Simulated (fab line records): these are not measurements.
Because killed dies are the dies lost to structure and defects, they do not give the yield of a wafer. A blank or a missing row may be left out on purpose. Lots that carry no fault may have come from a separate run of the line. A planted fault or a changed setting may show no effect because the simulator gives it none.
Which of the tools did it? | flow n5Finfet | 9 lots, 27 wafers sampled, at 4 steps of a route of 1938

WHAT THE GAUGES SHOWED, per wafer
N5_BEOL_M4_RC_MEAS_101.
lot  | measured     | on        | VT_N_LONG (mV)
L604 | day 7 17:38  | prober-01 | 276.3 272.9 273.8
L605 | day 8 04:54  | prober-01 | 275.2 275.9 273.7
L606 | day 9 00:26  | prober-01 | 273.4 274.9 273.8
L607 | day 9 04:48  | prober-02 | 272.9 274.2 271.6
L608 | day 9 12:25  | prober-02 | 275.7 273.2 274.1
L609 | day 9 14:31  | prober-01 | 275.6 273.3 272.4
L617 | day 11 10:28 | prober-01 | 312.3 275.8 275.8
L621 | day 11 21:24 | prober-02 | 274.8 273.9 311.9
L624 | day 13 21:21 | prober-02 | 277.1 275.1 276.5

WHAT TOOL EACH LOT RAN ON (gives the tool, then ch and the chambers of the sampled wafers, and finally the start)
lot  | N5_HKMG_FIN_WET_ETCH_18           | N5_BEOL_M4_SPUTTER_92       | N5_BEOL_M4_SPUTTER_94
L604 | wetBench-04 ch 0,2,6, day 4 08:46 | pvdSputter-02, day 7 16:05  | pvdSputter-02, day 7 16:19
L605 | wetBench-06 ch 0,1,3, day 4 15:47 | pvdSputter-01, day 8 03:21  | pvdSputter-01, day 8 03:34
L606 | wetBench-06 ch 1,3,6, day 4 17:56 | pvdSputter-03, day 8 22:44  | pvdSputter-03, day 8 22:57
L607 | wetBench-01 ch 3,4,6, day 5 07:13 | pvdSputter-01, day 9 03:16  | pvdSputter-01, day 9 03:29
L608 | wetBench-01 ch 1,2,5, day 5 11:26 | pvdSputter-02, day 9 10:52  | pvdSputter-02, day 9 11:05
L609 | wetBench-04 ch 1,6,7, day 5 17:59 | pvdSputter-02, day 9 12:58  | pvdSputter-02, day 9 13:11
L617 | wetBench-04 ch 2,4,6, day 7 10:25 | pvdSputter-02, day 11 08:45 | pvdSputter-02, day 11 08:58
L621 | wetBench-04 ch 1,2,6, day 8 12:58 | pvdSputter-02, day 11 19:24 | pvdSputter-02, day 11 19:37
L624 | wetBench-01 ch 0,2,7, day 9 11:41 | pvdSputter-03, day 13 19:49 | pvdSputter-03, day 13 20:02
- N5_HKMG_FIN_WET_ETCH_18: etches TiN in SC1, time 55 s, target depth 5.2 nm, rinse time 30 s.
- N5_BEOL_M4_SPUTTER_92: material Cu, target thk 4.5 nm, time 8.29 s.
- N5_BEOL_M4_SPUTTER_94: material Cu, target thk 4.5 nm, time 8.29 s.

THE ANSWER, worked out from the rows above alone
Rule: what is usual is taken from the lots themselves. The widest of any qualifying gaps counts: lots, ordered by their means at a reading, are off when they make up no more than a third of the lots, leave a main group of 4 or more, and stand apart from it by 3 or more times the standard deviation of that group's means. Not used: any main group whose means are identical at the precision the tables above print for the reading. A lot without any number at a reading at which 4 lots or more have one is off too. Any other lot the step has rows for is counted as sound.
Off: L617, L621, at N5_BEOL_M4_RC_MEAS_101 (VT_N_LONG). The main group: mean 274.4 mV, standard deviation 0.96.
If a tool, at a process step before that reading, ran all the lots that are off and no sound lot after the first of them, it fits. Gauges at N5_BEOL_M4_RC_MEAS_101: tried the same way as those tools. Undecided on this evidence; 2 tools fit (wetBench-04 at N5_HKMG_FIN_WET_ETCH_18, pvdSputter-02 at N5_BEOL_M4_SPUTTER_92 and N5_BEOL_M4_SPUTTER_94).

WHAT HAD BEEN PUT IN BY THE SIMULATOR
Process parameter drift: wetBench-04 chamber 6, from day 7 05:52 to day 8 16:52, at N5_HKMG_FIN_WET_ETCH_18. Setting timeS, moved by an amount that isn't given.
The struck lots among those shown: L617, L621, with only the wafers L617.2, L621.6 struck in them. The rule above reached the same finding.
